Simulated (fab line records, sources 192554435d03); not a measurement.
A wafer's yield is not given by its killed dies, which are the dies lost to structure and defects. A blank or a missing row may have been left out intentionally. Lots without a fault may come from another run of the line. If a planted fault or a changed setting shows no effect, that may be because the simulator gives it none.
Which tool did it? | flow n5_finfet | 11 lots with 33 wafers sampled at 4 steps, on a route of 1938 steps

== WHAT EACH GAUGE READ, for each wafer ==
N5_MIM_TOP_LITHO_OVL_MEAS_11. Usual: for MIM_TOP_OVL the level is 3 nm and the standard deviation is 5.1.
lot  | measured     | on         | MIM_TOP_OVL (nm) | flag
L510 | day 11 22:17 | overlay-01 | -2 0 -7          |
L514 | day 13 10:14 | overlay-02 | 5 2 3            |
L515 | day 13 21:59 | overlay-01 | -3 9 -1          |
L516 | day 14 08:56 | overlay-02 | -1 10 5          |
L517 | day 14 13:35 | overlay-01 | 7 1 -7           |
L518 | day 14 16:08 | overlay-02 | 3 3 -1           |
L521 | day 15 08:28 | overlay-01 | 9 3 12           |
L519 | day 15 08:37 | overlay-01 | 6 6 2            |
L530 | day 17 09:41 | overlay-02 | 6 -7 7           |
L532 | day 18 06:49 | overlay-02 | -1 1 6           |
L533 | day 18 09:26 | overlay-02 | 4 6 9            |

N5_MIM_BOT_LITHO_CD_MEAS_08 targets a cd of 3000 nm. Usual: cd_nm 3000.1 nm, standard deviation 2.8.
lot  | measured     | on        | cd_nm (nm)           | flag
L510 | day 11 23:10 | cd_sem-02 | 2998.4 2994.1 2999.3 |
L514 | day 13 10:57 | cd_sem-01 | 3001.4 2997.7 2997.6 |
L515 | day 13 22:43 | cd_sem-02 | 2997.7 3002.3 2999.1 |
L516 | day 14 09:38 | cd_sem-02 | 3001.1 3002.1 3001.6 |
L517 | day 14 14:43 | cd_sem-02 | 2998.3 2998.4 2995.7 |
L518 | day 14 17:17 | cd_sem-02 | 2997.1 2982.8 2984.6 | OFF
L521 | day 15 09:43 | cd_sem-03 | 3001.1 2983.8 2986.4 | OFF
L519 | day 15 09:32 | cd_sem-02 | 2979.1 3001.3 2983.3 | OFF
L530 | day 17 10:28 | cd_sem-03 | 2997.7 3002.7 2998.7 |
L532 | day 18 07:38 | cd_sem-03 | 2997.5 3001.7 3002.2 |
L533 | day 18 10:11 | cd_sem-02 | 3000.4 3002.2 2999.9 |

N5_MIM_BOT_LITHO_INSPECT_12: inspects for defects (macro). Usual: raw_defect_count 2.2, standard deviation 1.5.
lot  | measured     | on                | raw_defect_count | flag
L510 | day 11 23:14 | defect_inspect-01 | 2 3 4            |
L514 | day 13 11:00 | defect_inspect-02 | 4 1 3            |
L515 | day 13 22:46 | defect_inspect-01 | 6 4 2            |
L516 | day 14 09:41 | defect_inspect-01 | 4 2 1            |
L517 | day 14 14:46 | defect_inspect-01 | 3 3 0            |
L518 | day 14 17:20 | defect_inspect-01 | 2 2 5            |
L521 | day 15 09:46 | defect_inspect-01 | 0 2 6            |
L519 | day 15 09:35 | defect_inspect-02 | 6 3 5            |
L530 | day 17 10:31 | defect_inspect-01 | 3 0 1            |
L532 | day 18 07:41 | defect_inspect-02 | 3 4 3            |
L533 | day 18 10:14 | defect_inspect-01 | 1 1 1            |

== WHICH TOOL RAN EACH LOT (tool, then ch and the chambers of the sampled wafers, then the start) ==
lot  | N5_MIM_BOT_LITHO_PEB_06
L510 | litho_track-03 ch 0, day 11 23:03
L514 | litho_track-05 ch 0, day 13 10:50
L515 | litho_track-05 ch 0, day 13 22:35
L516 | litho_track-03 ch 0, day 14 09:31
L517 | litho_track-03 ch 0, day 14 14:36
L518 | litho_track-03 ch 0, day 14 17:10
L521 | litho_track-03 ch 0, day 15 09:35
L519 | litho_track-03 ch 0, day 15 09:25
L530 | litho_track-05 ch 0, day 17 10:20
L532 | litho_track-05 ch 0, day 18 07:31
L533 | litho_track-05 ch 0, day 18 10:04
- N5_MIM_BOT_LITHO_PEB_06

== WHAT THE TOOLS THEMSELVES READ (means of the sampled wafers that have a number; where no wafer has one, the mark that the record gives instead) ==
The record holds no such reading with a usual standard deviation.

== THE ANSWER, worked out from the rows above alone ==
Rule: a lot is off if the mean of its wafers that have a number lies more than 3 standard deviations from the usual mean. Also off: a lot with no number at a reading for which 4 or more lots have one. Where the step has rows for the other lots, those lots are counted as sound. After the gauges, taken in route order, come the tools' own readings; for these a lot's mean is taken, as printed above. The first step at which some lot is off is used, and at that step the reading that is off furthest; a lot without a number counts as furthest.
Off, at N5_MIM_BOT_LITHO_CD_MEAS_08 on cd_nm: L518, L521, L519.
A tool fits if, at a process step before that reading, it ran every lot that is off, and no sound lot after the first of them. Gauges at N5_MIM_BOT_LITHO_CD_MEAS_08: tried the same way as those tools. One fits: N5_MIM_BOT_LITHO_PEB_06 on litho_track-03. A fault onset in the window from L517 (day 14 14:36, its last sound lot) to L518 (day 14 17:10, its first lot off) fits.

== WHAT THE SIMULATOR HAD INSERTED ==
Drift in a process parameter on litho_track-03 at N5_MIM_BOT_LITHO_PEB_06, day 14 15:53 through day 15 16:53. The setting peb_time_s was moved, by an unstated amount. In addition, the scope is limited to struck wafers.
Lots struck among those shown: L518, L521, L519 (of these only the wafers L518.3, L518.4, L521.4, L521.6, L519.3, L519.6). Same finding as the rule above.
